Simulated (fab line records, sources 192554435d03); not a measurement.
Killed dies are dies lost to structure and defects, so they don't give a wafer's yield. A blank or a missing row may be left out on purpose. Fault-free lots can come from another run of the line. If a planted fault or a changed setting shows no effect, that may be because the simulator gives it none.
Chamber matching    flow n5_finfet    N5_GATE_CUT_ETCH_37 on rie_diel-06 has 4 sister chambers
The step etches SOC in N2/H2, target depth 60 nm, overetch 12 nm, time 90 s. 4 wafers are shown with their chamber, then 10 later ones without.

== EACH WAFER AND ITS CHAMBER ==
wafer   chamber  showerhead_plenum_p_Torr (Torr)
L083.1  2        2.67
L084.6  3        2.65
L085.4  0        2.42
L085.5  1        2.50

== WAFERS WITH NO CHAMBER GIVEN ==
wafer   showerhead_plenum_p_Torr (Torr)
L085.6  2.42
L093.1  2.64
L093.3  2.41
L093.4  2.49
L094.1  2.41
L094.5  2.41
L094.6  2.64
L097.2  2.49
L097.3  2.41
L097.6  2.49

== WHICH CHAMBER EACH ONE RAN IN ==
wafer   from the rows above  in truth
L085.6  0                    0
L093.1  3                    3
L093.3  0                    0
L093.4  1                    1
L094.1  0                    0
L094.5  0                    0
L094.6  3                    3
L097.2  1                    1
L097.3  0                    0
L097.6  1                    1
10 of 10 placed correctly. Can't be placed from these rows: 0. Wrongly placed: 0.
How it was worked out, from the rows above alone: a wafer's distance from a chamber is the root of the sum, over the readings, of the square of ((its reading less the chamber's mean) divided by the reading's scatter). The wafer belongs to the nearest chamber; if the next one is less than 2 further off, it can't be placed. The mean given for a chamber averages the wafers shown for that chamber. The scatter (one wafer shown for each chamber): square how far every hidden wafer sits from the nearest shown wafer, average those squares and take the square root.
